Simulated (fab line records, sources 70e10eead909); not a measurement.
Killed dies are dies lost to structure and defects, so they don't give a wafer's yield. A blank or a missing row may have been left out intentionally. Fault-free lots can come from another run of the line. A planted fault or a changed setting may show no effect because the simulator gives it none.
A struck lot beside a sound one + flow nandHarc + 14 steps out of a route of 1159
Sound: wafers L128.3, L128.5, L128.6. The struck wafers were L140.2, L140.3, L140.4. Last of all comes the cause.
Each step with rows lists, per side, the tool, then ch with its chambers, then its first start. Under that, the readings that differ: sound wafers + struck wafers + difference of the means + sigmas: that difference in standard deviations of wafers without a fault.
alike: readings whose means differ by less than 2 such deviations, and words and numbers that are the same on both sides. not compared: withheld readings, readings that some wafer has no value for, bounds like >300 that may hide the same value, and numbers for which the record gives no deviation and whose values overlap.
A row with sigmas, a row that says differs or no value, or rows on one side alone: a step with any of these is where the two part. Numbers that have no deviation but don't overlap get no sigmas and don't part them. A reading that every wafer of one side lacks parts them only if that side has two wafers or more.

first, 1 step without rows for these wafers: NHARC_A_BLC_SRD_27.
NHARC_A_BLC_INSPECT_28:
  sound on defectInspect-02 at day 20 03:44; struck on defectInspect-02 at day 21 17:09
  alike: rawDefectCount
then, 9 steps without rows for these wafers: NHARC_A_M0_DEP_00 (deposits SiOC, target thk 150 nm); NHARC_A_M0_DEHYDRATE_01 (time 120 s); NHARC_A_M0_HMDS_02 (time 30 s); NHARC_A_M0_COAT_33 (time 65 s); NHARC_A_M0_COAT_03 (resist thk 90 nm); NHARC_A_M0_SOFTBAKE_04 (time 55 s); NHARC_A_M0_EBR_05; NHARC_A_M0_EXPOSE_06 (exposes mask A M0, target cd 80 nm); NHARC_A_M0_PEB_07 (peb time 65 s).
NHARC_A_M0_DEVELOP_08: develop time 35 s.
  sound on lithoTrack-06 ch 0, day 20 04:00; struck on lithoTrack-01 ch 0, day 21 17:00
| reading            | sound             | struck            | difference | sigmas |
|--------------------|-------------------|-------------------|------------|--------|
| developerTempC (C) | 23.22 23.10 23.04 | 22.04 22.00 22.05 | -1.09      | -10    |
NHARC_A_M0_CD_MEAS_09: the cd target is 80 nm.
  sound on cdSem-02 ch 0, day 20 04:38; struck on cdSem-01 ch 0, day 21 17:56
  alike: cdNm
-- record jumps: 3 days between struck wafers' starts before vs after; left off in module A_M0, resumes in module END, first step shown is number 1159 of the route --
NHARC_END_SORT_01:
  sound on prober-02 ch 0, day 22 07:29; struck on prober-02 ch 0, day 24 13:23
  alike: defectLimitedYield, killedAtArray, killedAtOther, killedAtPeriphery, killedDies, killedOpen, killedShort, sort_bin_2_pct, sort_bin_3_pct, sort_bin_4_pct, sortNPass, sortRimYieldPct, sortYieldPct

== WHERE THEY PART ==
Only at NHARC_A_M0_DEVELOP_08, as far as this record shows. Later steps at which nothing parts them and some readings are alike: NHARC_A_M0_CD_MEAS_09, NHARC_END_SORT_01.

WHY: whatever the simulator had introduced
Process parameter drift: lithoTrack-01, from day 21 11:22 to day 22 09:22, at NHARC_A_M0_DEVELOP_08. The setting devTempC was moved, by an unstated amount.
